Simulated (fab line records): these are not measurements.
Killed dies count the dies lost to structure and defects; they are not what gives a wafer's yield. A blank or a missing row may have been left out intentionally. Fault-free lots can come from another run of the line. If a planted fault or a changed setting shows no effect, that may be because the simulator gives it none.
fab line records | flow nand-harc
[record] lots = 15 | wafers = 45 | last-day = 34
route steps=1302 shown HYBRID_BOND@1237 THIN_TSV@1262
lots that met no fault: from a run of the same line without faults
start-h: the number of hours between the record's first day and the start of the first shown wafer of the lot | wait-h: hours from the lot's prior step to this one | " unchanged from the row above | L1.1+2: a row that stands for several wafers | - value missing, or start not given | * or withheld: withheld | < > ~ a bound
route shown NAME@n: NAME is a module with steps in the file, n the number in the route of the first one | usual: the fault-free wafers' mean and standard deviation | same: alike in all rows | chamber/n: place in a boat | sites: readings site by site | _std_site: how widely they spread, as a standard deviation | _edge_site: outer sites' mean less inner sites' | radius-mm: how far each site lies from the wafer's centre | mask NAME#n: copy n | behind: tool/chamber where the wafer was last shaped | hold: what put the lot on hold/how long, in hours/how the hold closed | device: the n, p or np transistor that did not switch | end of line: at the end of the route, the tests of the same wafers | a step given without rows: its recipe and nothing more | killed: at the first sort, the dies lost to defects and structure; wafer yield is something else | map: a wafer's dies, marking killed ones x, the rest . and places with no die _
set.NAME: the setting as run; set.NAME@STEP: as run at that earlier step | model.NAME: the simulator's own value behind a step, which no gauge read
route steps across a sampled set of lots; one table per step, one row per wafer
services: the hour from which a tool's chamber was out of use, counted from the record's first day as start-h (under 0 if before that day), plus the number of hours and why
[[steps]]
[step NHARC_HYBRID_BOND_ACTIVATE_00]
[recipe] time-s = 60 | n2-flow-sccm = 200 | ar-flow-sccm = 0 | bias-power-w = 0 | chemistry = N2
[usual] drypump-motor-current-A = 5.5/0.49 | oes-product-au = 0.999/0.0073 | rf-vpp-V = 64.0/0.89 | showerhead-plenum-p-Torr = 1.71/0.071
lot.wafer | tool        | chamber | start-h | wait-h | drypump-motor-current-A | oes-product-au | rf-hours-counter-h | rf-vpp-V | showerhead-plenum-p-Torr
L144.1    | rie-diel-06 | 0       | 536.69  | 0.1    | 5.6                     | 1.002          | 4                  | 64.2     | 1.74
L144.3    | "           | 3       | "       | "      | 5.1                     | 0.991          | 4                  | 63.8     | 1.70
L144.5    | "           | 0       | "       | "      | 5.6                     | 1.001          | -                  | 64.2     | 1.74
L147.1    | rie-diel-04 | 1       | 553.83  | 0.2    | 4.8                     | 0.992          | 4                  | 64.8     | 1.88
L147.5    | "           | 0       | "       | "      | 5.7                     | 1.014          | -                  | 63.4     | 1.70
L147.6    | "           | 1       | "       | "      | 4.8                     | 1.006          | -                  | 62.9     | 1.88
L146.1    | rie-diel-06 | 1       | 562.82  | 0.1    | 6.2                     | 1.000          | 6                  | 61.7     | 1.63
L146.4    | "           | 3       | "       | "      | 5.1                     | 1.001          | 5                  | 65.5     | 1.70
L146.5    | "           | 1       | "       | "      | 6.2                     | 1.005          | -                  | 64.5     | 1.63
L151.4    | rie-diel-04 | 2       | 593.56  | 0.1    | 5.5                     | 1.000          | 16                 | 63.8     | 1.72
L151.3    | "           | 3       | "       | "      | 5.9                     | 1.017          | 18                 | 65.3     | 1.90
L151.5    | "           | 2       | "       | "      | 5.6                     | 1.001          | -                  | 64.9     | 1.72
L150.3    | rie-diel-06 | 0       | 602.23  | 0.1    | 5.6                     | 0.995          | 9                  | 64.9     | 1.74
L150.5    | "           | 0       | "       | "      | 5.6                     | 0.991          | -                  | 65.4     | 1.74
L150.6    | "           | 1       | "       | "      | 6.2                     | 1.001          | -                  | 63.7     | 1.63
L153.1    | rie-diel-06 | 0       | 621.55  | 0.1    | 5.6                     | 0.988          | 10                 | 64.3     | 1.74
L153.5    | "           | 3       | "       | "      | 5.1                     | 1.004          | -                  | 63.1     | 1.69
L153.6    | "           | 0       | "       | "      | 5.6                     | 1.008          | -                  | 63.1     | 1.74
L152.1    | rie-diel-06 | 3       | 624.94  | 0.1    | 5.1                     | 1.017          | 9                  | 63.9     | 1.69
L152.2    | "           | 0       | "       | "      | 5.6                     | 0.992          | 10                 | 64.3     | 1.74
L152.3    | "           | 2       | "       | "      | 5.0                     | 1.004          | 8                  | 62.8     | 1.68
L155.4    | rie-diel-09 | 2       | 627.15  | 0.1    | 4.9                     | 1.003          | 41                 | 64.1     | 1.78
L155.2    | "           | 3       | "       | "      | 6.4                     | 1.003          | 39                 | 65.4     | 1.81
L155.6    | "           | 0       | "       | "      | 5.8                     | 1.006          | -                  | 63.7     | 1.69
L154.4    | rie-diel-06 | 1       | 630.76  | 0.1    | 6.2                     | 1.002          | 11                 | 62.2     | 1.63
L154.3    | "           | 3       | "       | "      | 5.0                     | 1.007          | 10                 | 63.7     | 1.69
L154.6    | "           | 0       | "       | "      | 5.7                     | 0.997          | -                  | 64.0     | 1.74
L156.2    | rie-diel-04 | 1       | 664.35  | 0.1    | 4.9                     | 0.995          | 41                 | 64.6     | 1.87
L156.1    | "           | 2       | "       | "      | 5.5                     | 0.997          | 38                 | 64.3     | 1.72
L156.4    | "           | 3       | "       | "      | 5.9                     | 0.999          | 38                 | 65.2     | 1.89
L158.1    | rie-diel-06 | 0       | 678.93  | 0.1    | 5.6                     | 0.993          | 1                  | 65.0     | 1.74
L158.5    | "           | 1       | "       | "      | 6.2                     | 1.005          | -                  | 63.5     | 1.63
L158.6    | "           | 2       | "       | "      | 5.0                     | 0.996          | -                  | 63.8     | 1.68
L159.2    | rie-diel-06 | 1       | 681.42  | 0.1    | 6.2                     | 1.006          | 1                  | 63.8     | 1.63
L159.1    | "           | 2       | "       | "      | 5.0                     | 0.987          | 1                  | 63.8     | 1.68
L159.6    | "           | 1       | "       | "      | 6.2                     | 1.011          | -                  | 62.6     | 1.63
L165.1    | rie-diel-04 | 3       | 737.99  | 0.1    | 5.9                     | 0.990          | 8                  | 65.4     | 1.88
L165.3    | "           | 0       | "       | "      | 5.7                     | 0.999          | 11                 | 63.4     | 1.68
L165.2    | "           | 2       | "       | "      | 5.5                     | 0.994          | 7                  | 63.8     | 1.71
L166.2    | rie-diel-06 | 1       | 757.60  | 0.1    | 6.2                     | 0.996          | 6                  | 62.6     | 1.63
L166.1    | "           | 3       | "       | "      | 5.0                     | 0.993          | 6                  | 63.3     | 1.69
L166.5    | "           | 1       | "       | "      | 6.2                     | 0.994          | -                  | 63.9     | 1.63
L167.2    | rie-diel-09 | 1       | 776.98  | 0.1    | 5.6                     | 0.999          | 31                 | 63.8     | 1.74
L167.4    | "           | 2       | "       | "      | 4.9                     | 1.009          | 38                 | 64.4     | 1.76
L167.6    | "           | 2       | "       | "      | 4.9                     | 0.988          | -                  | 64.8     | 1.76
[step NHARC_THIN_TSV_ETCH_44]
[recipe] target-depth-a = 15942 | time-s = 797.1 | cf4-flow-sccm = 150 | o2-flow-sccm = 10 | ar-flow-sccm = 0 | rf-w = 300 | bias-w = 800 | chemistry = CF4/O2
[usual] bias-w = 800.1/2.3 | cf4-flow-sccm = 150.1/0.44 | drypump-motor-current-A = 5.6/0.38 | oes-product-au = 0.996/0.0061 | rf-vpp-V = 795/4.3 | showerhead-plenum-p-Torr = 1.84/0.066 | throttle-valve-pct = 16.915/0.0091
lot.wafer | tool        | chamber | start-h | wait-h | bias-w | cf4-flow-sccm | drypump-motor-current-A | oes-product-au | rf-hours-counter-h | rf-vpp-V | showerhead-plenum-p-Torr | throttle-valve-pct
L144.1    | rie-diel-12 | 1       | 550.70  | 0.1    | 802.0  | 150.3         | 6.0                     | 1.001          | 5.5                | 796      | 1.87                     | 16.930
L144.3    | "           | 0       | "       | "      | 795.4  | 150.4         | 5.4                     | 1.001          | 5.5                | 792      | 1.80                     | 16.918
L144.5    | "           | 1       | "       | "      | 802.7  | 150.3         | 5.9                     | 1.000          | -                  | 796      | 1.87                     | 16.921
L147.1    | rie-diel-11 | 2       | 566.24  | 0.2    | 800.7  | 149.9         | 5.7                     | 0.997          | 8.6                | 788      | 1.73                     | 16.921
L147.6    | "           | 0       | "       | "      | 802.9  | 150.0         | 4.9                     | 1.008          | -                  | 798      | 1.89                     | 16.909
L147.5    | "           | 1       | "       | "      | 802.1  | 149.6         | 4.7                     | 1.003          | -                  | 799      | 1.90                     | 16.907
L146.4    | rie-diel-11 | 1       | 575.16  | 0.1    | 803.1  | 150.2         | 4.7                     | 0.993          | 8.8                | 800      | 1.90                     | 16.925
L146.1    | "           | 3       | "       | "      | 802.9  | 149.4         | 5.5                     | 0.993          | 9.0                | 794      | 1.81                     | 16.926
L146.5    | "           | 0       | "       | "      | 796.5  | 150.3         | 4.9                     | 0.999          | -                  | 798      | 1.89                     | 16.927
L151.3    | rie-diel-10 | 0       | 605.82  | 0.1    | 798.5  | 150.7         | 5.5                     | 1.004          | 0.1                | 795      | 1.85                     | 16.934
L151.4    | "           | 1       | "       | "      | 803.1  | 151.2         | 6.1                     | 0.998          | 0.1                | 790      | 1.77                     | 16.916
L151.5    | "           | 3       | "       | "      | 803.2  | 150.1         | 5.6                     | 0.998          | -                  | 796      | 1.88                     | 16.907
L150.3    | rie-diel-12 | 1       | 614.66  | 0.2    | 799.3  | 150.2         | 6.0                     | 0.995          | 8.3                | 796      | 1.86                     | 16.912
L150.6    | "           | 2       | "       | "      | 797.8  | 149.3         | 5.5                     | 0.992          | -                  | 786      | 1.71                     | 16.916
L150.5    | "           | 3       | "       | "      | 797.2  | 150.1         | 5.8                     | 0.998          | -                  | 796      | 1.84                     | 16.915
L152.2    | rie-diel-10 | 3       | 634.77  | 0.1    | 800.5  | 150.0         | 5.6                     | 1.000          | 1.8                | 797      | 1.88                     | 16.913
L152.1    | "           | 1       | "       | "      | 801.1  | 150.1         | 6.0                     | 1.003          | 1.8                | 792      | 1.77                     | 16.927
L152.3    | "           | 2       | "       | "      | 800.1  | 150.1         | 6.1                     | 1.000          | 1.8                | 802      | 1.94                     | 16.912
L153.1    | rie-diel-12 | 2       | 636.04  | 0.1    | 797.5  | 149.8         | 5.5                     | 1.000          | 0.5                | 787      | 1.71                     | 16.904
L153.5    | "           | 1       | "       | "      | 800.9  | 150.5         | 5.9                     | 0.990          | -                  | 795      | 1.86                     | 16.904
L153.6    | "           | 2       | "       | "      | 800.1  | 150.1         | 5.5                     | 0.993          | -                  | 787      | 1.71                     | 16.910
L155.4    | rie-diel-10 | 0       | 639.63  | 0.1    | 800.0  | 149.9         | 5.5                     | 0.990          | 2.3                | 797      | 1.85                     | 16.924
L155.2    | "           | 2       | "       | "      | 799.3  | 150.5         | 6.1                     | 0.989          | 2.1                | 800      | 1.94                     | 16.929
L155.6    | "           | 1       | "       | "      | 801.5  | 149.7         | 6.1                     | 0.997          | -                  | 791      | 1.77                     | 16.930
L154.3    | rie-diel-10 | 1       | 644.11  | 0.1    | -      | -             | -                       | -              | -                  | -        | -                        | -
L154.4    | "           | 2       | "       | "      | -      | -             | -                       | -              | -                  | -        | -                        | -
L154.6    | "           | 1       | "       | "      | -      | -             | -                       | -              | -                  | -        | -                        | -
L156.2    | rie-diel-10 | 2       | 677.29  | 0.1    | -      | -             | -                       | -              | -                  | -        | -                        | -
L156.1    | "           | 3       | "       | "      | -      | -             | -                       | -              | -                  | -        | -                        | -
L156.4    | "           | 0       | "       | "      | -      | -             | -                       | -              | -                  | -        | -                        | -
L158.1    | rie-diel-12 | 2       | 691.48  | 0.2    | -      | -             | -                       | -              | -                  | -        | -                        | -
L158.6    | "           | 3       | "       | "      | -      | -             | -                       | -              | -                  | -        | -                        | -
L158.5    | "           | 0       | "       | "      | -      | -             | -                       | -              | -                  | -        | -                        | -
L159.2    | rie-diel-10 | 0       | 692.53  | 0.1    | 800.4  | 150.2         | 5.5                     | 0.990          | 4.9                | 796      | 1.85                     | 16.927
L159.1    | "           | 2       | "       | "      | 798.2  | 150.1         | 6.1                     | 0.988          | 4.6                | 800      | 1.94                     | 16.923
L159.6    | "           | 3       | "       | "      | 802.3  | 150.2         | 5.6                     | 0.996          | -                  | 796      | 1.88                     | 16.914
L165.2    | rie-diel-10 | 1       | 757.23  | 0.1    | 801.2  | 149.9         | 6.0                     | 0.998          | 9.9                | 790      | 1.77                     | 16.910
L165.1    | "           | 2       | "       | "      | 794.9  | 150.6         | 6.1                     | 0.994          | 9.1                | 801      | 1.94                     | 16.909
L165.3    | "           | 0       | "       | "      | 797.5  | 150.4         | 5.4                     | 0.989          | 8.6                | 794      | 1.85                     | 16.912
L166.1    | rie-diel-11 | 3       | 770.87  | 0.1    | 801.0  | 150.3         | 5.5                     | 0.999          | 8.8                | 794      | 1.81                     | 16.906
L166.2    | "           | 0       | "       | "      | 800.1  | 150.3         | 4.9                     | 1.012          | 7.9                | 796      | 1.89                     | 16.925
L166.5    | "           | 3       | "       | "      | 801.7  | 150.4         | 5.5                     | 1.000          | -                  | 792      | 1.81                     | 16.900
L167.2    | rie-diel-12 | 3       | 791.71  | 0.1    | 799.5  | 149.7         | 5.8                     | 0.992          | 5.3                | 794      | 1.84                     | 16.912
L167.4    | "           | 0       | "       | "      | 800.8  | 149.8         | 5.4                     | 1.004          | 6.4                | 792      | 1.80                     | 16.920
L167.6    | "           | 0       | "       | "      | 804.2  | 149.1         | 5.4                     | 1.005          | -                  | 793      | 1.80                     | 16.916
[step NHARC_THIN_TSV_STRIP_45]
[recipe] power-w = 1500 | temp-c = 250 | chemistry = O2
[usual] drypump-motor-current-A = 5.8/0.39 | heater-power-w = 340/33
lot.wafer | tool            | chamber | start-h | wait-h | drypump-motor-current-A | heater-power-w | rf-hours-counter-h
L144.1    | plasma-asher-02 | 1       | 551.54  | 0.1    | 5.8                     | 402            | 27
L144.3    | "               | 0       | "       | "      | 5.6                     | 335            | -
L144.5    | "               | 0       | "       | "      | 5.7                     | 336            | -
L147.1    | plasma-asher-02 | 1       | 566.97  | 0.1    | 5.8                     | 402            | 30
L147.5    | "               | 0       | "       | "      | 5.6                     | 344            | -
L147.6    | "               | 1       | "       | "      | 5.8                     | 395            | -
L146.1    | plasma-asher-02 | 0       | 575.94  | 0.1    | 5.6                     | 346            | 31
L146.4    | "               | 1       | "       | "      | 5.8                     | 404            | -
L146.5    | "               | 1       | "       | "      | 5.8                     | 402            | -
L151.4    | plasma-asher-01 | 1       | 606.64  | 0.2    | 6.3                     | 305            | -
L151.3    | "               | 0       | "       | "      | 5.4                     | 352            | -
L151.5    | "               | 0       | "       | "      | 5.4                     | 344            | -
L150.3    | plasma-asher-02 | 0       | 615.37  | 0.2    | 5.7                     | 356            | -
L150.6    | "               | 0       | "       | "      | 5.6                     | 352            | -
L150.5    | "               | 1       | "       | "      | 5.8                     | 405            | -
L152.1    | plasma-asher-02 | 1       | 635.58  | 0.1    | 5.8                     | 395            | 6
L152.2    | "               | 0       | "       | "      | 5.7                     | 358            | 6
L152.3    | "               | 0       | "       | "      | 5.7                     | 357            | -
L153.1    | plasma-asher-01 | 1       | 636.83  | 0.1    | 6.3                     | 291            | 22
L153.5    | "               | 0       | "       | "      | 5.4                     | 351            | -
L153.6    | "               | 1       | "       | "      | 6.3                     | 301            | -
L155.2    | plasma-asher-01 | 1       | 640.42  | 0.1    | 6.4                     | 299            | 23
L155.4    | "               | 1       | "       | "      | 6.3                     | 305            | -
L155.6    | "               | 1       | "       | "      | 6.3                     | 294            | -
L154.3    | plasma-asher-01 | 0       | 645.00  | 0.2    | 5.4                     | 346            | -
L154.4    | "               | 1       | "       | "      | 6.3                     | 304            | -
L154.6    | "               | 0       | "       | "      | 5.4                     | 343            | -
L156.1    | plasma-asher-01 | 0       | 678.02  | 0.1    | 5.4                     | 354            | 34
L156.2    | "               | 1       | "       | "      | 6.3                     | 308            | 34
L156.4    | "               | 1       | "       | "      | 6.3                     | 301            | -
L158.1    | plasma-asher-01 | 1       | 692.09  | 0.1    | 6.3                     | 303            | 39
L158.6    | "               | 1       | "       | "      | 6.3                     | 311            | -
L158.5    | "               | 0       | "       | "      | 5.4                     | 349            | -
L159.2    | plasma-asher-01 | 1       | 693.28  | 0.1    | 6.3                     | 306            | 39
L159.1    | "               | 0       | "       | "      | 5.4                     | 353            | 39
L159.6    | "               | 0       | "       | "      | 5.4                     | 331            | -
L165.1    | plasma-asher-01 | 1       | 758.13  | 0.1    | 6.4                     | 309            | 26
L165.2    | "               | 0       | "       | "      | 5.4                     | 339            | 26
L165.3    | "               | 1       | "       | "      | 6.3                     | 313            | -
L166.1    | plasma-asher-02 | 1       | 772.09  | 0.6    | 5.8                     | 403            | 14
L166.2    | "               | 0       | "       | "      | 5.7                     | 341            | 14
L166.5    | "               | 1       | "       | "      | 5.8                     | 391            | -
L167.2    | plasma-asher-02 | 0       | 792.50  | 0.1    | 5.7                     | 356            | 0
L167.4    | "               | 0       | "       | "      | 5.7                     | 351            | -
L167.6    | "               | 1       | "       | "      | 5.8                     | 404            | -
[step NHARC_THIN_TSV_ANNEAL_52]
[recipe] temp-c = 225 | time-s = 90
[usual] anneal-temp-c = 224.99/0.17 | wafer_temp_C_max = 225.84/0.19
lot.wafer | tool          | chamber | start-h | wait-h | anneal-temp-c | wafer_temp_C_max
L144.1    | rtp-anneal-01 | 0       | 554.42  | 0.6    | 224.87        | 225.79
L144.3    | "             | 0       | "       | "      | 225.29        | 225.30
L144.5    | "             | 0       | "       | "      | 224.96        | 226.00
L147.1    | rtp-anneal-01 | 0       | 569.84  | 0.6    | 224.85        | 226.14
L147.5    | "             | 0       | "       | "      | 224.93        | 226.01
L147.6    | "             | 0       | "       | "      | 224.76        | 225.62
L146.1    | rtp-anneal-01 | 0       | 578.80  | 0.6    | 224.96        | 225.70
L146.4    | "             | 0       | "       | "      | 225.00        | 225.73
L146.5    | "             | 0       | "       | "      | 224.81        | 225.91
L151.3    | rtp-anneal-02 | 0       | 609.56  | 0.5    | 224.89        | 226.11
L151.4    | "             | 0       | "       | "      | 224.85        | 226.02
L151.5    | "             | 0       | "       | "      | 224.75        | 225.78
L150.3    | rtp-anneal-01 | 0       | 618.29  | 0.4    | 225.41        | 225.88
L150.5    | "             | 0       | "       | "      | 225.21        | 225.93
L150.6    | "             | 0       | "       | "      | 225.19        | 225.69
L152.1    | rtp-anneal-01 | 0       | 638.51  | 0.5    | 225.06        | 225.81
L152.2    | "             | 0       | "       | "      | 224.86        | 226.32
L152.3    | "             | 0       | "       | "      | 224.93        | 226.08
L153.1    | rtp-anneal-02 | 0       | 639.69  | 0.5    | 224.94        | 225.65
L153.5    | "             | 0       | "       | "      | 224.76        | 225.97
L153.6    | "             | 0       | "       | "      | 224.99        | 226.05
L155.2    | rtp-anneal-02 | 0       | 643.38  | 0.6    | 224.96        | 225.80
L155.4    | "             | 0       | "       | "      | 224.95        | 225.97
L155.6    | "             | 0       | "       | "      | 224.89        | 225.90
L154.3    | rtp-anneal-01 | 0       | 647.92  | 0.4    | 224.99        | 226.24
L154.4    | "             | 0       | "       | "      | 224.83        | 226.16
L154.6    | "             | 0       | "       | "      | 224.83        | 225.50
L156.1    | rtp-anneal-02 | 0       | 681.10  | 0.6    | 224.99        | 226.10
L156.2    | "             | 0       | "       | "      | 224.82        | 225.62
L156.4    | "             | 0       | "       | "      | 224.93        | 225.68
L158.1    | rtp-anneal-01 | 0       | 695.03  | 0.6    | 225.03        | 225.86
L158.5    | "             | 0       | "       | "      | 224.87        | 225.92
L158.6    | "             | 0       | "       | "      | 224.69        | 226.01
L159.1    | rtp-anneal-02 | 0       | 696.19  | 0.6    | 225.04        | 226.03
L159.2    | "             | 0       | "       | "      | 224.63        | 225.68
L159.6    | "             | 0       | "       | "      | 225.00        | 225.47
L165.1    | rtp-anneal-01 | 0       | 761.18  | 0.5    | 225.08        | 225.75
L165.2    | "             | 0       | "       | "      | 225.07        | 225.83
L165.3    | "             | 0       | "       | "      | 225.18        | 225.58
L166.1    | rtp-anneal-02 | 0       | 775.01  | 0.6    | 225.05        | 226.10
L166.2    | "             | 0       | "       | "      | 224.72        | 225.52
L166.5    | "             | 0       | "       | "      | 225.10        | 225.73
L167.2    | rtp-anneal-01 | 0       | 795.48  | 0.6    | 225.37        | 225.77
L167.4    | "             | 0       | "       | "      | 225.13        | 226.01
L167.6    | "             | 0       | "       | "      | 225.11        | 225.97
[[services]]
tool            | chamber | start-h | hours | kind
plasma-asher-01 | -       | 519.40  | 9.0   | pm
rie-diel-10     | 0       | 521.51  | 6.7   | repair
rie-diel-10     | 0       | 536.80  | 5.3   | repair
rie-diel-06     | 2       | 549.16  | 4.7   | repair
rie-diel-06     | 3       | 550.61  | 6.1   | repair
rie-diel-10     | 2       | 552.92  | 4.8   | repair
rie-diel-10     | 2       | 585.67  | 2.0   | repair
rie-diel-12     | 0       | 592.99  | 12.1  | repair
rie-diel-10     | -       | 596.50  | 9.0   | pm
plasma-asher-01 | -       | 597.67  | 4.4   | repair
plasma-asher-02 | -       | 603.23  | 9.0   | pm
rie-diel-12     | -       | 622.56  | 9.0   | pm
plasma-asher-02 | -       | 660.20  | 97.5  | repair
rie-diel-06     | -       | 661.20  | 9.0   | pm
rie-diel-10     | -       | 688.28  | 1.2   | repair
plasma-asher-01 | -       | 696.40  | 9.0   | pm
plasma-asher-01 | -       | 711.42  | 13.2  | repair
rie-diel-10     | 0       | 721.03  | 3.3   | repair
rie-diel-12     | 3       | 725.48  | 25.9  | repair
rtp-anneal-02   | -       | 744.00  | 12.0  | pm
rie-diel-10     | 3       | 744.33  | 15.2  | repair
plasma-asher-01 | -       | 769.31  | 3.0   | repair
rie-diel-10     | -       | 773.50  | 9.0   | pm
plasma-asher-02 | -       | 780.30  | 9.0   | pm
[[key]]
[first-sign] step = NHARC_THIN_TSV_ETCH_44 | reading = tool-record | direction = missing
effect none on later readings
met-at NHARC_THIN_TSV_ETCH_44
struck-lots L154,L156,L158
later-rows-left-out L154.3,L154.4,L154.6,L156.1,L156.2,L156.4,L158.1,L158.5,L158.6
sort-left-out L154.3,L154.4,L154.6,L156.1,L156.2,L156.4,L158.1,L158.5,L158.6
not-acting-at NHARC_HYBRID_BOND_ACTIVATE_00,NHARC_THIN_TSV_STRIP_45,NHARC_THIN_TSV_ANNEAL_52
onset-between 639.63 644.11
[fault] kind = skipped-step-whole | tool = rie-diel-10,rie-diel-12 | chamber = - | onset-h = 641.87 | steps = NHARC_THIN_TSV_ETCH_44 | scope = struck-lots-only
// sort-left-out: the simulated sort isn't trusted on such a fault, so these wafers' sort isn't shown, and their yield isn't known
// later-rows-left-out: the simulator's readings of these wafers behind a module that went badly wrong aren't trusted and aren't shown, but for the sort
